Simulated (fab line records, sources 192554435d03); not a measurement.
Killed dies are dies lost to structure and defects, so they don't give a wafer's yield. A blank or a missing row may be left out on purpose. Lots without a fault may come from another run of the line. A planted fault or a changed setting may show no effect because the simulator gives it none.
Chamber matching | flow n5_finfet | N5_GATE_CUT_CMP_43 on cmp-01: 4 sister chambers
The step polishes SiO2. 4 wafers are shown with their chamber, then 10 later ones without.

WAFERS WITH THEIR CHAMBER
wafer  | chamber | motor_current_A (A)
L087.2 | 1       | 11.0
L091.2 | 3       | 13.4
L092.2 | 0       | 13.6
L092.4 | 2       | 13.6

WAFERS WITHOUT THEIR CHAMBER
wafer  | motor_current_A (A)
L092.5 | 15.2
L093.1 | 9.7
L093.5 | 15.0
L093.6 | 11.2
L096.1 | 14.8
L096.3 | 13.7
L096.6 | 14.6
L097.3 | 12.9
L097.4 | 14.9
L097.6 | 15.4

WHICH CHAMBER EACH WENT THROUGH
wafer  | from the rows above               | in truth
L092.5 | can't be placed: 0 or 2 or 3      | 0
L093.1 | 1                                 | 1
L093.5 | can't be placed: 0 or 2 or 3      | 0
L093.6 | can't be placed: 1 or 3 or 0 or 2 | 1
L096.1 | can't be placed: 0 or 2 or 3      | 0
L096.3 | can't be placed: 0 or 2 or 3      | 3
L096.6 | can't be placed: 0 or 2 or 3      | 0
L097.3 | can't be placed: 3 or 0 or 2 or 1 | 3
L097.4 | can't be placed: 0 or 2 or 3      | 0
L097.6 | can't be placed: 0 or 2 or 3      | 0
Placed correctly: 1 of 10. Can't be placed from these rows: 9 (the true chamber is among the candidates in 9). Placed wrongly: 0.
How it was worked out, from the rows above alone: a wafer's distance from a chamber is the root of the sum, over the readings, of the square of ((its reading less the chamber's mean) divided by the reading's scatter). The wafer belongs to the nearest chamber; if the next one is less than 2 further off, it can't be placed. A chamber's mean is the mean of its shown wafers. The scatter: with one shown wafer a chamber, the root of the mean of the squares of how far each hidden wafer lies from its nearest shown one.
